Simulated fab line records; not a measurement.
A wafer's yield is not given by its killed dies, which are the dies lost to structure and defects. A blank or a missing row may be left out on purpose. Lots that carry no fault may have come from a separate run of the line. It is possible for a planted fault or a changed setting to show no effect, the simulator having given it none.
fab line records	flow nand-harc
record lots=6	wafers=18	last-day=24
route steps=1159 shown A_M1@1047 A_BONDPAD@1059 END@1159
lots that met no fault: from a run of the same line without faults
start-h: hours from the record's opening day to when the first of the lot's shown wafers began	wait-h: hours since the lot's step before	" unchanged from the row above	L1.1+2: a row that stands for several wafers	- value missing, or start not given	* or withheld: withheld	< > ~ a bound
route shown NAME@n: NAME is a module with steps in the file, n the number in the route of the first one	usual: mean and standard deviation over wafers with no fault	same: alike in all rows	chamber/n: place in a boat	sites: per-site readings	_std_site: their standard deviation	_edge_site: mean of outer sites minus mean of inner sites	radius-mm: for every site, how far away it sits from the centre of the wafer	mask NAME#n: copy n	behind: the tool/chamber that last shaped the wafer	hold: what put the lot on hold/how long, in hours/how the hold closed	device: transistor that didn't switch, given as n, p or np	end of line: the tests these same wafers got at the end of their route	a step with no rows: only its recipe	killed: not the wafer's yield, but the dies lost to structure and defects at the first sort	map: per-die view of a wafer (x killed, . not killed, _ where there is no die)
set.NAME: the setting the step ran with; set.NAME@STEP: the setting that earlier step ran with	model.NAME: the simulator's own value behind a step, which no gauge read
lots seen at some steps along the route; tables by step, rows by wafer
services: from which hour (start-h, from the record's first day; less than 0 if before it) a tool's chamber was out of use, for how many hours, and why
## steps
# step NHARC_A_M1_PRE_CLEAN_30
# recipe time-s=30	temp-c=280	gas=H2/He
# step NHARC_A_M1_PVD_20
# recipe target-thk-a=50	bias-v=168.6	power-w=15000	chamber-pressure-pa=0.12	time-s=8.06	substrate-temp-c=50	material=TaN
# usual throttle-valve-pct=29.8/1.1
lot.wafer	tool	chamber	start-h	wait-h	throttle-valve-pct
L807.4	pvd-sputter-01	-	-	-	31.6
L807.3	"	-	"	"	29.4
L807.5	"	-	"	"	31.5
L820.1	pvd-sputter-03	-	-	-	29.5
L820.3	"	-	"	"	29.0
L820.5	"	-	"	"	29.4
L818.3	pvd-sputter-03	-	-	-	29.4
L818.1	"	-	"	"	31.0
L818.6	"	-	"	"	29.4
L819.4	pvd-sputter-03	-	-	-	29.5
L819.3	"	-	"	"	28.9
L819.6	"	-	"	"	29.5
L828.1	pvd-sputter-03	-	-	-	30.9
L828.3	"	-	"	"	29.4
L828.5	"	-	"	"	31.1
L826.2	pvd-sputter-03	-	-	-	28.8
L826.3	"	-	"	"	31.3
L826.5	"	-	"	"	28.9
# step NHARC_A_M1_PVD_21
# recipe target-thk-a=300	chamber-pressure-pa=5	power-w=5000	substrate-temp-c=30	time-s=20.49	material=Cu
# usual throttle-valve-pct=29.8/1.2
lot.wafer	tool	chamber	start-h	wait-h	throttle-valve-pct
L807.4	pvd-sputter-01	-	-	-	29.7
L807.3	"	-	"	"	29.3
L807.5	"	-	"	"	27.1
L820.3	pvd-sputter-03	-	-	-	28.7
L820.1	"	-	"	"	30.9
L820.5	"	-	"	"	28.9
L818.3	pvd-sputter-03	-	-	-	29.4
L818.1	"	-	"	"	29.0
L818.6	"	-	"	"	29.6
L819.3	pvd-sputter-03	-	-	-	28.7
L819.4	"	-	"	"	29.3
L819.6	"	-	"	"	28.9
L828.3	pvd-sputter-03	-	-	-	28.9
L828.1	"	-	"	"	30.7
L828.5	"	-	"	"	31.1
L826.2	pvd-sputter-03	-	-	-	28.7
L826.3	"	-	"	"	29.6
L826.5	"	-	"	"	28.7
# step NHARC_A_M1_ECD_22
# recipe target-thk-a=4000	bath-temp-c=25	material=Cu
# step NHARC_A_M1_ANNEAL_31
# recipe temp-c=225	time-s=90
# usual wafer_temp_C_max=226.4/0.37
lot.wafer	tool	chamber	start-h	wait-h	wafer_temp_C_max
L807.3	rtp-anneal-01	0	417.91	-	226.9
L807.4	"	0	"	"	226.7
L807.5	"	0	"	"	226.7
L820.1	rtp-anneal-02	0	469.97	-	226.0
L820.3	"	0	"	"	226.5
L820.5	"	0	"	"	226.4
L818.1	rtp-anneal-02	0	486.74	-	226.1
L818.3	"	0	"	"	225.6
L818.6	"	0	"	"	226.3
L819.3	rtp-anneal-02	0	501.56	-	226.7
L819.4	"	0	"	"	226.1
L819.6	"	0	"	"	226.0
L828.1	rtp-anneal-02	0	529.18	-	226.5
L828.3	"	0	"	"	226.0
L828.5	"	0	"	"	226.3
L826.2	rtp-anneal-01	0	533.26	0.3	226.6
L826.3	"	0	"	"	225.9
L826.5	"	0	"	"	226.7
# step NHARC_A_M1_CMP_23
# recipe t-overpolish-s=20	target-thk-nm=154.34
# usual motor-current-A=12.0/1.4	time-to-endpoint-s=29.1/2.7
lot.wafer	tool	chamber	start-h	wait-h	motor-current-A	time-to-endpoint-s
L807.3	cmp-02	3	418.18	-	11.5	30.7
L807.4	"	1	"	"	13.2	26.1
L807.5	"	2	"	"	11.4	29.5
L820.1	cmp-04	1	470.37	-	13.2	32.3
L820.3	"	2	"	"	10.5	25.8
L820.5	"	3	"	"	12.5	31.7
L818.1	cmp-03	2	487.11	-	12.4	30.8
L818.3	"	0	"	"	11.9	30.4
L818.6	"	2	"	"	12.5	32.0
L819.3	cmp-04	2	501.80	-	10.1	29.0
L819.4	"	0	"	"	9.6	33.0
L819.6	"	3	"	"	12.2	34.5
L828.3	cmp-03	0	529.58	-	11.5	27.9
L828.1	"	1	"	"	11.2	26.7
L828.5	"	2	"	"	12.1	30.7
L826.2	cmp-02	3	533.58	-	10.9	27.7
L826.3	"	1	"	"	14.1	27.4
L826.5	"	3	"	"	11.2	28.2
# step NHARC_A_M1_THK_MEAS_24
# recipe thk-meas-gauge=xrf
# usual thk-nm=154.4/1.4
lot.wafer	tool	chamber	start-h	wait-h	thk-nm
L807.3	film-metro-01	-	418.47	-	154.0
L807.4	"	-	"	"	154.8
L807.5	"	-	"	"	154.6
L820.1	film-metro-01	-	470.62	-	157.3
L820.3	"	-	"	"	154.8
L820.5	"	-	"	"	157.0
L818.1	film-metro-01	-	487.40	-	152.4
L818.3	"	-	"	"	153.6
L818.6	"	-	"	"	154.8
L819.3	film-metro-02	-	502.11	-	154.4
L819.4	"	-	"	"	156.2
L819.6	"	-	"	"	157.2
L828.1	film-metro-02	-	529.84	-	153.1
L828.3	"	-	"	"	153.7
L828.5	"	-	"	"	153.4
L826.2	film-metro-02	-	533.87	-	153.3
L826.3	"	-	"	"	152.0
L826.5	"	-	"	"	155.8
# step NHARC_A_M1_SRD_25
# step NHARC_A_M1_INSPECT_27
# usual raw-defect-count=431/96
lot.wafer	tool	chamber	start-h	wait-h	raw-defect-count
L807.3	defect-inspect-02	-	418.63	0.0	407
L807.4	"	-	"	"	354
L807.5	"	-	"	"	373
L820.1	defect-inspect-02	-	470.78	0.0	530
L820.3	"	-	"	"	358
L820.5	"	-	"	"	325
L818.1	defect-inspect-01	-	487.56	0.0	455
L818.3	"	-	"	"	424
L818.6	"	-	"	"	377
L819.3	defect-inspect-02	-	502.27	0.0	473
L819.4	"	-	"	"	308
L819.6	"	-	"	"	390
L828.1	defect-inspect-02	-	530.01	0.0	316
L828.3	"	-	"	"	508
L828.5	"	-	"	"	388
L826.2	defect-inspect-02	-	534.02	0.0	388
L826.3	"	-	"	"	307
L826.5	"	-	"	"	475
# step NHARC_A_M1_PRE_CLEAN_32
# recipe time-s=12	temp-c=370	rf-power-w=300	gas=NH3
# step NHARC_A_M1_DEP_33
# recipe target-thk-a=300	temp-c=370	target-thk-nm=30	pressure-torr=3	flow-sccm=200	rf-w=450	material=SiCN
# step NHARC_A_BONDPAD_DEP_00
# recipe target-thk-a=2500	temp-c=370	target-thk-nm=250	pressure-torr=3	flow-sccm=200	rf-w=450	material=SiCN
# usual heater-power-w=522/68
lot.wafer	tool	chamber	start-h	wait-h	heater-power-w
L807.3	pecvd-02	2	419.40	-	471
L807.4	"	2	"	"	475
L807.5	"	0	"	"	577
L820.3	pecvd-03	2	471.48	-	522
L820.1	"	1	"	"	566
L820.5	"	0	"	"	479
L818.1	pecvd-03	2	488.49	-	511
L818.3	"	0	"	"	446
L818.6	"	2	"	"	427
L819.4	pecvd-03	0	503.10	-	433
L819.3	"	2	"	"	505
L819.6	"	0	"	"	448
L828.1	pecvd-04	2	530.71	-	616
L828.3	"	1	"	"	513
L828.5	"	0	"	"	605
L826.2	pecvd-02	0	534.72	-	639
L826.3	"	2	"	"	384
L826.5	"	1	"	"	517
# step NHARC_A_BONDPAD_CMP_29
# recipe target-thk-nm=200	material=SiCN
# usual motor-current-A=11.9/1.2
lot.wafer	tool	chamber	start-h	wait-h	motor-current-A
L807.3	cmp-01	3	419.83	-	13.6
L807.4	"	0	"	"	12.5
L807.5	"	3	"	"	13.6
L820.1	cmp-04	2	471.94	-	10.2
L820.3	"	3	"	"	12.3
L820.5	"	0	"	"	9.7
L818.1	cmp-04	2	488.97	0.4	10.1
L818.3	"	0	"	"	10.0
L818.6	"	3	"	"	12.4
L819.3	cmp-03	3	503.55	0.3	11.8
L819.4	"	0	"	"	12.5
L819.6	"	2	"	"	12.2
L828.1	cmp-01	3	531.12	-	12.5
L828.3	"	0	"	"	12.1
L828.5	"	3	"	"	13.3
L826.2	cmp-03	2	535.15	-	12.5
L826.3	"	0	"	"	11.6
L826.5	"	1	"	"	11.8
# step NHARC_A_BONDPAD_THK_MEAS_30
# recipe thk-meas-gauge=ellipsometry
# usual thk-nm=200.2/1.3
lot.wafer	tool	chamber	start-h	wait-h	thk-nm
L807.3	film-metro-02	-	420.06	0.2	202.1
L807.4	"	-	"	"	201.2
L807.5	"	-	"	"	198.5
L820.1	film-metro-02	-	472.14	0.2	199.3
L820.3	"	-	"	"	200.0
L820.5	"	-	"	"	202.0
L818.1	film-metro-02	-	489.22	0.2	198.7
L818.3	"	-	"	"	201.4
L818.6	"	-	"	"	186.3
L819.3	film-metro-01	-	503.76	0.2	197.7
L819.4	"	-	"	"	199.6
L819.6	"	-	"	"	189.8
L828.1	film-metro-01	-	531.37	0.2	200.8
L828.3	"	-	"	"	199.7
L828.5	"	-	"	"	203.5
L826.2	film-metro-01	-	535.38	0.2	200.5
L826.3	"	-	"	"	199.2
L826.5	"	-	"	"	201.4
# step NHARC_A_BONDPAD_SRD_31
# step NHARC_END_SORT_01
# recipe temp-c=25
# usual defect-limited-yield=95.4/1.4	killed-at-array=27/9.3	killed-at-other=0.9/1.3	killed-at-periphery=3.6/2.7	killed-dies=31/9.7	killed-open=3.3/1.8	killed-short=2.0/1.5	sort_bin_2_pct=1.4/0.63	sort_bin_3_pct=0.25/0.21	sort_bin_4_pct=2.9/0.93	sort-n-pass=646/9.7	sort-rim-yield-pct=95/3.1	sort-yield-pct=95.4/1.4
# same gross-dies=677	sort_bin_5_pct[%]=0	sort_bin_6_pct[%]=0	sort_bin_7_pct[%]=0	sort_bin_8_pct[%]=0	sort-rim-n-gross=106.00
lot.wafer	tool	chamber	start-h	wait-h	defect-limited-yield[%]	killed-at-array	killed-at-other	killed-at-periphery	killed-dies	killed-open	killed-short	sort_bin_2_pct[%]	sort_bin_3_pct[%]	sort_bin_4_pct[%]	sort-n-pass	sort-rim-yield-pct[%]	sort-yield-pct[%]
L807.3	prober-01	0	456.08	3.1	95.6	23	3	4	30	4	1	1.0	0.30	3.1	647	92	95.6
L807.4	prober-01	0	456.89	3.4	96.8	21	1	0	22	1	1	1.0	0.44	1.8	655	96	96.8
L807.5	prober-01	0	457.69	3.7	96.2	19	2	5	26	4	6	0.9	0.59	2.4	651	95	96.2
L820.1	prober-02	0	504.87	2.5	96.0	22	0	5	27	5	4	1.0	0.74	2.2	650	99	96.0
L820.3	prober-02	0	506.49	3.1	95.7	26	1	2	29	3	0	0.7	0.15	3.4	648	94	95.7
L820.5	prober-02	0	508.11	3.7	96.3	24	0	1	25	0	1	1.6	0.44	1.6	652	98	96.3
L818.1	prober-01	0	525.06	2.5	94.5	32	0	5	37	1	3	2.4	0.30	2.8	640	98	94.5
L818.3	prober-01	0	526.66	3.1	95.4	27	0	4	31	4	2	0.7	0.30	3.5	646	99	95.4
L818.6	prober-01	0	529.06	4.0	95.7	25	0	4	29	4	1	0.9	0.44	3.0	648	96	95.7
L826.2	prober-01	0	568.28	2.8	94.8	32	0	3	35	3	2	1.6	0.15	3.4	642	95	94.8
L826.3	prober-01	0	569.08	3.1	95.1	31	1	1	33	3	1	1.9	0	3.0	644	94	95.1
L826.5	prober-01	0	570.68	3.7	95.9	26	0	2	28	5	1	1.0	0.74	2.4	649	95	95.9
# killed by level:class
L807.3 A_CHANNEL_HOLE_D1:chamber-film-flake=9 A_CONTACT:chamber-film-flake=9 THIN_TSV:chamber-film-flake=3 P_STI:chamber-film-flake=2 P_CONTACT:geometric-particle:open=1 A_CHANNEL_FILL_D1:geometric-particle:open=1 A_WL_FILL:geometric-particle:open=1 A_CONTACT:geometric-particle:open=1
L807.4 A_CHANNEL_HOLE_D1:chamber-film-flake=10 A_CONTACT:chamber-film-flake=9 A_ONON_D1:geometric-particle:short=1 A_BLC:geometric-particle:open=1 THIN_TSV:chamber-film-flake=1
L807.5 A_CHANNEL_HOLE_D1:chamber-film-flake=12 A_M1:geometric-particle:short=2 A_CONTACT:chamber-film-flake=2 P_STI:geometric-particle:open=1 P_GATE:geometric-particle:open=1 P_CONTACT:geometric-particle:open=1 P_CONTACT:geometric-particle:short=1 P_M2:geometric-particle:short=1
L820.1 A_SLIT:chamber-film-flake=12 P_CONTACT:geometric-particle:short=2 A_CHANNEL_HOLE_D1:chamber-film-flake=2 A_CONTACT:chamber-film-flake=2 P_CONTACT:geometric-particle:open=1 P_M0:geometric-particle:open=1 A_CHANNEL_HOLE_D1:geometric-particle:short=1 A_SGD_CUT:geometric-particle:open=1
L820.3 A_SLIT:chamber-film-flake=12 A_CHANNEL_HOLE_D1:chamber-film-flake=7 A_CONTACT:chamber-film-flake=3 A_WL_FILL:chamber-film-flake=2 P_CONTACT:geometric-particle:open=1 A_SGD_CUT:geometric-particle:open=1 A_CONTACT:geometric-particle:open=1 P_M2:chamber-film-flake=1
L820.5 A_SLIT:chamber-film-flake=13 A_CHANNEL_HOLE_D1:chamber-film-flake=6 A_CONTACT:chamber-film-flake=2 A_M0:geometric-particle:short=1 P_GATE:chamber-film-flake=1 A_STAIRCASE:chamber-film-flake=1 A_WL_FILL:chamber-film-flake=1
L818.1 A_SLIT:chamber-film-flake=14 A_CONTACT:chamber-film-flake=6 A_STAIRCASE:chamber-film-flake=4 A_BLC:chamber-film-flake=3 P_GATE:chamber-film-flake=2 A_CHANNEL_HOLE_D1:chamber-film-flake=2 P_M0:geometric-particle:open=1 P_M2:geometric-particle:short=1
L818.3 A_SLIT:chamber-film-flake=11 A_CONTACT:chamber-film-flake=6 A_CHANNEL_HOLE_D1:chamber-film-flake=3 A_BLC:chamber-film-flake=2 P_GATE:geometric-particle:open=1 P_CONTACT:geometric-particle:open=1 A_SOURCE_PLATE:geometric-particle:open=1 A_SOURCE_PLATE:geometric-particle:short=1
L818.6 A_SLIT:chamber-film-flake=13 P_GATE:chamber-film-flake=3 A_CONTACT:geometric-particle:open=2 A_CHANNEL_HOLE_D1:chamber-film-flake=2 A_STAIRCASE:chamber-film-flake=2 A_CONTACT:chamber-film-flake=2 P_GATE:geometric-particle:open=1 A_CHANNEL_FILL_D1:geometric-particle:short=1
L826.2 A_CHANNEL_HOLE_D1:chamber-film-flake=19 A_STAIRCASE:chamber-film-flake=3 A_CONTACT:chamber-film-flake=3 A_CONTACT:geometric-particle:open=2 A_ZERO_WELL:chamber-film-flake=2 P_CONTACT:geometric-particle:open=1 A_SGD_CUT:geometric-particle:short=1 A_CONTACT:geometric-particle:short=1
L826.3 A_CHANNEL_HOLE_D1:chamber-film-flake=19 A_STAIRCASE:chamber-film-flake=5 A_CONTACT:chamber-film-flake=4 A_ONON_D1:geometric-particle:short=1 A_CHANNEL_HOLE_D1:geometric-particle:open=1 A_CONTACT:geometric-particle:open=1 STARTING-WAFER:geometric-particle:open=1 P_GATE:chamber-film-flake=1
L826.5 A_CHANNEL_HOLE_D1:chamber-film-flake=15 A_CONTACT:chamber-film-flake=4 A_CONTACT:geometric-particle:open=3 P_GATE:geometric-particle:open=1 A_CHANNEL_FILL_D1:geometric-particle:short=1 A_M0:geometric-particle:open=1 P_GATE:chamber-film-flake=1 A_STAIRCASE:chamber-film-flake=1
## services
tool	chamber	start-h	hours	kind
cmp-04	-	399.10	4.0	pm
cmp-02	-	401.94	0.3	repair
cmp-04	-	403.10	-	consumable-replace:conditioner
cmp-04	-	403.10	-	consumable-replace:pad
cmp-03	-	414.43	2.3	repair
pvd-sputter-03	-	415.55	3.1	repair
cmp-02	-	428.79	4.0	pm
cmp-01	-	447.06	0.9	repair
cmp-03	-	448.40	2.2	repair
cmp-01	-	451.25	1.5	repair
cmp-03	-	452.41	4.0	pm
pvd-sputter-03	-	458.05	10.0	pm
pecvd-03	-	473.29	13.0	pm
cmp-01	-	473.50	4.0	pm
pecvd-03	1	487.58	21.5	repair
cmp-04	-	497.10	4.0	pm
pvd-sputter-01	-	509.17	2.1	repair
pecvd-02	2	512.97	4.9	repair
pvd-sputter-01	-	514.03	10.0	pm
pecvd-02	-	515.57	13.0	pm
cmp-02	-	515.97	0.9	repair
pecvd-04	1	522.59	5.7	repair
cmp-02	-	526.79	4.0	pm
pvd-sputter-03	-	531.28	1.0	repair
## key
first-sign step=NHARC_A_BONDPAD_THK_MEAS_30	reading=thk-nm	direction=down	sigmas=9.1	usual=200.2	struck=188.1
effect none on later readings
met-at NHARC_A_BONDPAD_DEP_00
struck-wafers L818.6,L819.6
onset-between 471.48 488.49
fault kind=process-parameter-drift	tool=pecvd-03	chamber=-	onset-h=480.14	steps=NHARC_A_BONDPAD_DEP_00	channel=target-thk-nm	offset=-61.58	shape=step	end-h=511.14	scope=struck-wafers-only	acts-in=these-recipes-only	stated=250
